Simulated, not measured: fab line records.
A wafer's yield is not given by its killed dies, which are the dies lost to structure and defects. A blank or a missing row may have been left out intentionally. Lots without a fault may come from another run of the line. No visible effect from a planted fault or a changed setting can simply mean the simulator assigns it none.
A lot that was struck, set against a sound lot    flow n5-finfet    36 out of 1938 route steps
Sound: wafers L125.1, L125.4, L125.6. Struck: wafers L132.2, L132.4, L132.6. The cause comes at the end.
At each step with rows: each side's tool, then ch and its chambers, then its first start. Under that, the readings that differ: sound wafers    struck wafers    difference of the means    sigmas: that difference in standard deviations of wafers without a fault.
alike: readings whose means differ by less than 2 such deviations, and words and numbers that are the same on both sides. not compared: withheld readings, readings that some wafer has no value for, bounds like >300 that may hide the same value, and numbers for which the record gives no deviation and whose values overlap.
The two part at a step that has a row with sigmas, a row that says differs or no value, or rows on one side only. Numbers that have no deviation but don't overlap get no sigmas and don't part them. A reading that every wafer of one side lacks parts them only if that side has two wafers or more.

first, 8 steps without rows for these wafers: N5_BEOL_M4_ECD_50 (material Cu, target thk 300 nm); N5_BEOL_M4_ANNEAL_51 (time 90 s); N5_BEOL_M4_CMP_52 (polishes, stops on SiOC, t overpolish 6.8 s, target thk 40 nm); N5_BEOL_M4_PRE_CLEAN_60 (time 15 s); N5_BEOL_M4_CO_CAP_55 (material Co, precursor CCTBA/H2, target thk 2 nm, time 102.1 s); N5_BEOL_M4_PRE_CLEAN_56 (time 15 s); N5_BEOL_M4_DEP_57 (deposits SiCN from 3MS/NH3, target thk 8 nm, time 14 s); N5_BEOL_M5_ILD_DEP_00 (deposits SiCOH lowk from DEMS/porogen, target thk 140.64 nm, time 25.9 s).
N5_BEOL_M5_CURE_79: cures SiCOH lowk, time 240 s.
  sound on uv-cure-03 ch 0, day 8 23:22; struck on uv-cure-03 ch 1, day 10 12:50
  no value came back on the struck wafers for lamp-power-pct (%), run-length-s (s), wafer_temp_C_max; on the sound wafers lamp-power-pct (%) reads 52.21 52.36 52.33
reading                                             sound            struck           difference  sigmas
model.SiCOH_lowk_of_BEOL_M5_ILD_DEP_00.thk-nm (nm)  118.2 120.6 121  141 142.6 143.6  +22         
N5_BEOL_M5_THK_MEAS_01:
  sound on film-metro-01 at day 8 23:53; struck on film-metro-01 at day 10 13:16
reading          sound              struck             difference  sigmas
M5_ILD_THK (nm)  118.2 120.4 121.0  141.1 142.6 143.6  +22.6       +13
then, 24 steps without rows for these wafers: N5_BEOL_M5_PECVD_70 (deposits SiO2 from TEOS/O2, target thk 16 nm, time 18 s); N5_BEOL_M5_HM_DEP_02 (deposits TiN, target thk 20 nm); N5_BEOL_M5_COAT_59 (time 60 s, resist thk 60 nm); N5_BEOL_M5_COAT_60 (time 60 s, resist thk 12 nm); N5_BEOL_M5_COAT_71 (time 60 s, resist thk 5 nm); N5_BEOL_M5_COAT_05 (resist thk 30 nm); N5_BEOL_M5_EBR_07; N5_BEOL_M5_SOFTBAKE_06 (time 60 s); N5_BEOL_M5_EXPOSE_08 (exposes mask M5, target cd 28 nm); N5_BEOL_M5_PEB_09 (peb time 60 s); N5_BEOL_M5_DEVELOP_10 (develop time 30 s); N5_BEOL_M5_DESCUM_16 (chemistry O2, time 7 s); N5_BEOL_M5_ETCH_72 (etches underlayer in N2/H2, target depth 6.5 nm, time 5.2 s); N5_BEOL_M5_ETCH_61 (etches SiARC in CF4, target depth 15.6 nm, time 26 s); N5_BEOL_M5_ETCH_62 (etches SOC in N2/H2, target depth 75 nm, overetch 15 nm, time 112.5 s); N5_BEOL_M5_STRIP_63 (strips in N2/H2); N5_BEOL_M5_STRIP_73 (strips in N2/H2); N5_BEOL_M5_STRIP_64 (strips in CF4); N5_BEOL_M5_HM_OPEN_17 (chemistry Cl2/BCl3, target TiN, target depth 20 nm, overetch 6 nm); N5_BEOL_M5_STRIP_19 (strips in O2); N5_BEOL_M5_COAT_65 (time 60 s, resist thk 60 nm); N5_BEOL_M5_COAT_66 (time 60 s, resist thk 12 nm); N5_BEOL_M5_COAT_74 (time 60 s, resist thk 5 nm); N5_BEOL_M5_COAT_22 (resist thk 30 nm).
N5_BEOL_M5_CMP_52: polishes, stops on SiCOH lowk, t overpolish 6.9 s, target thk 62 nm.
  sound on cmp-01 ch 1,2,3, day 9 08:48; struck on cmp-02 ch 1,2,3, day 11 01:58
reading                                             sound            struck           difference  sigmas
model.SiCOH_lowk_of_BEOL_M5_ILD_DEP_00.thk-nm (nm)  115.2 117.6 118  138 139.6 140.6  +22         
  alike: clearing-platen-rpm, motor-current-A
-- record jumps: 4 days separate the struck wafers' starts on either side; left off in module BEOL_M5, taken up again in module PASSIVATION, whose first shown step is the route's number 1936 --
N5_PASSIVATION_PROBE_49:
  rows exist in the record for the struck wafers here (prober-02, day 14 16:30), but not for the sound ones

== WHERE THEY PART ==
First at N5_BEOL_M5_CURE_79; last, within this record, at N5_PASSIVATION_PROBE_49.

WHY: what had been put in by the simulator
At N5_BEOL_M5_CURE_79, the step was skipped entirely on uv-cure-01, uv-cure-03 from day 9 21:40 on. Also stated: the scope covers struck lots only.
